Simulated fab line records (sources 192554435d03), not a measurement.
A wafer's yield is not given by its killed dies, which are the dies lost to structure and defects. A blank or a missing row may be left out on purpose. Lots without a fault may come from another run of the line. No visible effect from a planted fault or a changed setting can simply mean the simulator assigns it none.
fab line records	flow n5_finfet
record: lots: 7	wafers: 39
route steps=1938 shown STI_FIN_REVEAL@190 DUMMY_GATE@214 SPACER0@259 HKMG_FIN@438 MOL_CONTACT_COAG@581 BEOL_M4@1111
start_h: start of the lot's first displayed wafer, in hours after the record's first day	wait_h: hours elapsed since this lot's preceding step	" unchanged from the row above	L1.1+2: one row covering several wafers at once	- value missing, or start not given	* or withheld: withheld	< > ~ a bound
route shown NAME@n: names a module that has steps shown in the file, with the first one's number in the route	usual: mean/standard deviation taken from wafers without a fault	same: alike in all rows	chamber/n: place in a boat	sites: readings site by site	_std_site: standard deviation of those values	_edge_site: mean of outer sites minus mean of inner sites	radius_mm: how far each site lies from the wafer's centre	mask NAME#n: copy n	behind: the last tool/chamber to shape the wafer	hold: why the lot was held/for how many hours/how that ended	device: whichever transistor did not switch (one of n, p or np)	end of line: tests run on the same wafers once the route is complete	a step given without rows: its recipe and nothing more	killed: not the wafer's yield, but the dies lost to structure and defects at the first sort	map: dies across one wafer; x = killed, . = not, _ = none there
set.NAME: the setting the step ran with; set.NAME@STEP: the setting that earlier step ran with	model.NAME: the simulator's own value behind a step, which no gauge read
lots whose settings were changed on purpose; a table a step, a row a wafer
== steps ==
step: N5_STI_FIN_REVEAL_ETCHBACK_08
recipe: chemistry: C4F6/O2	target: SiO2	target_depth_a: 305	time_s: 10.167	ion_energy_ev: 250	pressure_mtorr: 30	source_w: 345	bias_w: 185	Ar_flow_sccm: 300	C4F6_flow_sccm: 10	O2_flow_sccm: 10
step: N5_DUMMY_GATE_ALD_02
recipe: material: SiO2	target_thk_a: 20	temp_c: 300	ald_precursor_family: BDEAS	ald_co_reactant: O2-plasma	pulse_time_s: 1	pressure_torr: 2
step: N5_DUMMY_GATE_ETCH_37
recipe: chemistry: N2/H2	target: SOC	target_depth_a: 600	overetch_a: 300	temp_c: 40	ion_energy_ev: 200	pressure_mtorr: 30	source_w: 840	bias_w: 150	n2_flow_sccm: 200	h2_flow_sccm: 200
step: N5_DUMMY_GATE_ETCH_31
recipe: chemistry: C4F6/O2	target: SiO2	mask_material: SOC	target_depth_a: 825	time_s: 27.5	ion_energy_ev: 250	pressure_mtorr: 30	source_w: 345	bias_w: 185	Ar_flow_sccm: 300	C4F6_flow_sccm: 10	O2_flow_sccm: 10
step: N5_DUMMY_GATE_ETCH_44
recipe: chemistry: HBr/O2	over_etch_frac: 0.7	target_depth_a: 1275	stop_on: SiO2	ion_energy_ev: 60	bias_w: 20	target: poly-Si	mask_material: SiO2	pressure_mtorr: 20	icp_w: 400	HBr_flow_sccm: 120	O2_flow_sccm: 10
step: N5_SPACER0_ALD_00
recipe: material: SiOCN	target_thk_a: 35	temp_c: 400	ald_precursor_family: alkyl-aminosilane	ald_co_reactant: O2/N2-plasma	pulse_time_s: 3	purge_time_s: 2	co_reactant_purge_time_s: 2	ald_cycles: 58	pressure_torr: 2
step: N5_HKMG_FIN_ETCH_35
recipe: chemistry: N2/H2	target: SOC	target_depth_a: 2158	ion_energy_ev: 65	bias_w: 5	source_w: 3000	time_s: 243.4	pressure_mtorr: 30	n2_flow_sccm: 200	h2_flow_sccm: 200
step: N5_HKMG_FIN_ALD_91
recipe: material: TiN	target_thk_a: 10	temp_c: 400	ald_precursor_family: TiCl4	ald_co_reactant: NH3	pulse_time_s: 1	purge_time_s: 3	co_reactant_purge_time_s: 2	co_reactant_pulse_time_s: 2	ald_cycles: 47	pressure_torr: 3
step: N5_MOL_CONTACT_COAG_ETCH_91
recipe: chemistry: N2/H2	target: SOC	target_depth_a: 600	overetch_a: 210	mask_material: SiARC	temp_c: 40	time_s: 101.2	ion_energy_ev: 200	pressure_mtorr: 30	source_w: 840	bias_w: 150	n2_flow_sccm: 200	h2_flow_sccm: 200
step: N5_BEOL_M4_RC_MEAS_101
usual: IOFF_N_LONG: 5.5e-05/2.7e-06	IOFF_P: 0.21/0.031	IOFF_P_LIN: 0.098/0.012	REXT_N: 74.3/1.3	REXT_P: 99.7/1.8	VT_N_LONG: 275.1/2.1
lot.wafer	tool	chamber	start_h	wait_h	set.time_s@STI_FIN_REVEAL_ETCHBACK_08	set.temp_c@DUMMY_GATE_ALD_02	set.source_w@DUMMY_GATE_ETCH_37	set.target_depth_a@DUMMY_GATE_ETCH_31	set.target_depth_a@DUMMY_GATE_ETCH_44	set.ald_cycles@SPACER0_ALD_00	set.source_w@HKMG_FIN_ETCH_35	set.temp_c@HKMG_FIN_ALD_91	set.source_w@MOL_CONTACT_COAG_ETCH_91	IOFF_N_LONG[nA/um]	IOFF_P[nA/um]	IOFF_P_LIN[nA/um]	REXT_N[ohm.um]	REXT_P[ohm.um]	VT_N_LONG[mV]
L077.1	prober-02	0	174.27	0.0	9.999	300	840	825	1207	58	3435	405.9	840	5e-05	0.20	0.090	74.6	97.0	276.3
L077.2	"	0	"	"	9.999	300	840	825	1275	58	3435	400	840	5.36e-05	0.20	0.093	74.4	97.8	275.0
L077.3	"	0	"	"	10.167	300	840	737.9	1207	58	3435	400	840	5.32e-05	0.18	0.084	74.9	96.9	274.3
L077.4	"	0	"	"	10.167	300	840	825	1275	58	3000	405.9	840	5e-05	0.24	0.106	75.5	98.7	277.7
L077.5	"	0	"	"	10.167	300	840	737.9	1275	58	3000	405.9	840	4.97e-05	0.20	0.091	74.8	97.9	278.0
L077.6	"	0	"	"	9.999	300	840	737.9	1207	58	3000	400	840	5.35e-05	0.20	0.089	75.0	98.1	273.7
L078.1	prober-02	0	189.00	0.0	9.882	300	840	825	1275	58	3000	400	840	5.54e-05	0.26	0.114	76.3	102.7	275.5
L078.2	"	0	"	"	9.882	313.1	910.4	825	1275	50	2512	400	840	5.53e-05	0.31	0.131	72.0	96.8	276.4
L078.3	"	0	"	"	10.167	300	910.4	825	1275	50	2512	400	840	5.67e-05	0.29	0.128	71.2	96.1	277.3
L078.4	"	0	"	"	9.882	313.1	840	825	1405	50	3000	400	840	5.71e-05	0.32	0.134	71.1	96.5	276.8
L078.5	"	0	"	"	10.167	313.1	910.4	825	1405	58	3000	400	840	5.52e-05	0.25	0.108	74.8	102.2	273.9
L078.6	"	0	"	"	10.167	300	840	825	1405	58	2512	400	840	5.58e-05	0.22	0.102	76.0	101.2	274.7
L086.1	prober-01	0	227.28	0.0	10.71	300	840	825	1275	58	3000	390.8	840	6.07e-05	0.17	0.083	72.4	99.6	270.5
L086.2	"	0	"	"	10.167	300	688.3	825	1341	50	3000	400	840	5.5e-05	0.24	0.110	69.3	93.3	271.4
L086.3	"	0	"	"	10.167	290.8	840	825	1275	50	3000	400	840	5.51e-05	0.22	0.105	69.2	94.5	275.8
L086.4	"	0	"	"	10.71	300	688.3	825	1341	58	3000	390.8	742.3	6.06e-05	0.14	0.075	73.3	99.1	268.3
L086.5	"	0	"	"	10.71	290.8	840	825	1341	50	3000	390.8	742.3	6.12e-05	0.26	0.119	68.4	94.3	269.9
L086.6	"	0	"	"	10.167	290.8	688.3	825	1275	58	3000	400	742.3	5.38e-05	0.19	0.093	73.1	99.7	273.7
L090.1	prober-01	0	255.56	0.0	10.73	308.1	840	825	1275	58	3000	400	840	5.46e-05	0.19	0.093	74.1	101.1	274.5
L090.2	"	0	"	"	10.167	300	840	825	1118	62	3000	408.8	840	4.93e-05	0.20	0.094	76.5	103.8	279.2
L090.3	"	0	"	"	10.167	308.1	840	782.9	1118	62	3149	400	840	5.29e-05	0.16	0.082	76.9	104.8	275.8
L090.4	"	0	"	"	10.73	308.1	840	782.9	1275	62	3149	408.8	840	4.97e-05	0.16	0.080	75.9	104.3	279.6
L090.5	"	0	"	"	10.167	300	840	825	1275	58	3149	408.8	840	5.05e-05	0.20	0.094	74.2	102.2	281.0
L090.6	"	0	"	"	10.73	300	840	782.9	1118	58	3000	400	840	5.51e-05	0.17	0.085	74.0	100.4	273.3
L091.1	prober-01	0	257.99	0.0	9.532	300	840	825	1174	50	3000	400	722.6	5.62e-05	0.27	0.122	72.5	96.6	274.8
L091.2	"	0	"	"	9.532	313.5	840	754.8	1174	50	2597	400	840	5.59e-05	0.28	0.125	73.1	95.5	277.0
L091.3	"	0	"	"	10.167	300	840	825	1275	58	3000	400	840	5.53e-05	0.22	0.104	76.9	100.7	277.8
L091.4	"	0	"	"	10.167	313.5	928.3	825	1275	58	2597	390.1	722.6	6.26e-05	0.21	0.099	76.0	99.9	271.3
L091.5	"	0	"	"	10.167	313.5	928.3	754.8	1174	58	2597	390.1	722.6	6.19e-05	0.21	0.098	76.4	101.3	273.4
L091.6	"	0	"	"	9.532	300	928.3	754.8	1275	50	3000	390.1	840	6.2e-05	0.29	0.123	74.0	96.7	274.1
L092.3	prober-01	0	283.01	0.3	10.167	300	840	825	1275	58	3000	400	840	4.88e-05	0.18	0.089	73.1	96.1	278.4
L092.5	"	0	"	"	10.167	300	840	825	1275	58	3000	400	840	4.85e-05	0.18	0.088	74.2	97.0	278.8
L092.6	"	0	"	"	10.167	300	840	825	1275	58	3000	400	840	4.77e-05	0.17	0.084	73.1	97.5	280.9
L097.1	prober-01	0	314.74	0.0	10.167	291.2	840	825	1275	58	2586	400	840	5.48e-05	0.19	0.092	74.9	102.5	276.4
L097.2	"	0	"	"	10.167	300	799.3	825	1161	51	2586	414.6	840	5.01e-05	0.26	0.117	70.9	97.3	278.5
L097.3	"	0	"	"	10.167	291.2	799.3	825	1275	51	3000	400	840	5.68e-05	0.21	0.098	71.6	96.2	274.0
L097.4	"	0	"	"	10.167	291.2	840	825	1161	51	2586	400	840	5.7e-05	0.23	0.107	71.2	97.3	275.0
L097.5	"	0	"	"	10.167	300	840	825	1275	58	3000	414.6	840	4.79e-05	0.18	0.091	75.2	101.1	280.5
L097.6	"	0	"	"	10.167	300	799.3	825	1161	58	3000	414.6	840	4.92e-05	0.18	0.088	75.8	101.4	279.5
== key ==
split: step: N5_STI_FIN_REVEAL_ETCHBACK_08	setting: time_s	stated_as: 10.167
response none clear
split: step: N5_DUMMY_GATE_ALD_02	setting: temp_c	stated_as: 300
response none clear
split: step: N5_DUMMY_GATE_ETCH_37	setting: source_w	stated_as: 840
response none clear
split: step: N5_DUMMY_GATE_ETCH_31	setting: target_depth_a	stated_as: 825
response none clear
split: step: N5_DUMMY_GATE_ETCH_44	setting: target_depth_a	stated_as: 1275
response none clear
split: step: N5_SPACER0_ALD_00	setting: ald_cycles	stated_as: 58
response: step: N5_BEOL_M4_RC_MEAS_101	reading: REXT_N	slope: +0.315	per: 1%	together_with: all	explained: 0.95
response: step: N5_BEOL_M4_RC_MEAS_101	reading: REXT_P	slope: +0.405	per: 1%	together_with: all	explained: 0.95
response: step: N5_BEOL_M4_RC_MEAS_101	reading: IOFF_P_LIN	slope: -0.00153	per: 1%	together_with: all	explained: 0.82
response: step: N5_BEOL_M4_RC_MEAS_101	reading: IOFF_P	slope: -0.0041	per: 1%	together_with: all	explained: 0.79
split: step: N5_HKMG_FIN_ETCH_35	setting: source_w	stated_as: 3000
response none clear
split: step: N5_HKMG_FIN_ALD_91	setting: temp_c	stated_as: 400
response: step: N5_BEOL_M4_RC_MEAS_101	reading: IOFF_N_LONG	slope: -2.11e-06	per: 1%	together_with: all	explained: 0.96
response: step: N5_BEOL_M4_RC_MEAS_101	reading: VT_N_LONG	slope: +1.69	per: 1%	together_with: all	explained: 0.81
split: step: N5_MOL_CONTACT_COAG_ETCH_91	setting: source_w	stated_as: 840
response none clear
